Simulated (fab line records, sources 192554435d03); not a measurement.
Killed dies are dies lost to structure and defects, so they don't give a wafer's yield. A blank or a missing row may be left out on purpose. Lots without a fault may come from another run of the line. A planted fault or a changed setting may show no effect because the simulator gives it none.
Chamber matching | flow n5_finfet | N5_DUMMY_GATE_ETCH_29 on rie_diel-04: 4 sister chambers
The step etches underlayer in N2/H2, target depth 13 nm. 8 wafers are shown with their chamber, then 9 later ones without.

WAFERS WITH THEIR CHAMBER
wafer  | chamber | showerhead_plenum_p_Torr (Torr) | throttle_valve_pct (%)
L074.6 | 3       | 2.52                            | 18.22
L080.1 | 0       | 2.44                            | 18.18
L082.1 | 3       | 2.52                            | 18.23
L082.2 | 1       | 2.51                            | 18.02
L084.3 | 1       | 2.51                            | 18.03
L086.2 | 2       | 2.65                            | 17.50
L086.3 | 0       | 2.43                            | 18.20
L086.5 | 2       | 2.65                            | 17.52

WAFERS WITHOUT THEIR CHAMBER
wafer  | showerhead_plenum_p_Torr (Torr) | throttle_valve_pct (%)
L088.1 | 2.64                            | 17.52
L088.3 | 2.43                            | 18.20
L088.5 | 2.50                            | 18.04
L092.1 | 2.51                            | 18.25
L092.3 | 2.64                            | 17.55
L092.4 | 2.42                            | 18.24
L093.2 | 2.64                            | 17.55
L093.4 | 2.64                            | 17.56
L093.5 | 2.42                            | 18.24

WHICH CHAMBER EACH WENT THROUGH
wafer  | from the rows above | in truth
L088.1 | 2                   | 2
L088.3 | 0                   | 0
L088.5 | 1                   | 1
L092.1 | 3                   | 3
L092.3 | 2                   | 2
L092.4 | 0                   | 0
L093.2 | 2                   | 2
L093.4 | 2                   | 2
L093.5 | 0                   | 0
Placed correctly: 9 of 9. Can't be placed from these rows: 0. Placed wrongly: 0.
How it was worked out, from the rows above alone: a wafer's distance from a chamber is the root of the sum, over the readings, of the square of ((its reading less the chamber's mean) divided by the reading's scatter). The wafer belongs to the nearest chamber; if the next one is less than 2 further off, it can't be placed. A chamber's mean is the mean of its shown wafers. The scatter: the root of (the sum of the squares of (reading less its chamber's mean) over the shown wafers, divided by (wafers less chambers)).
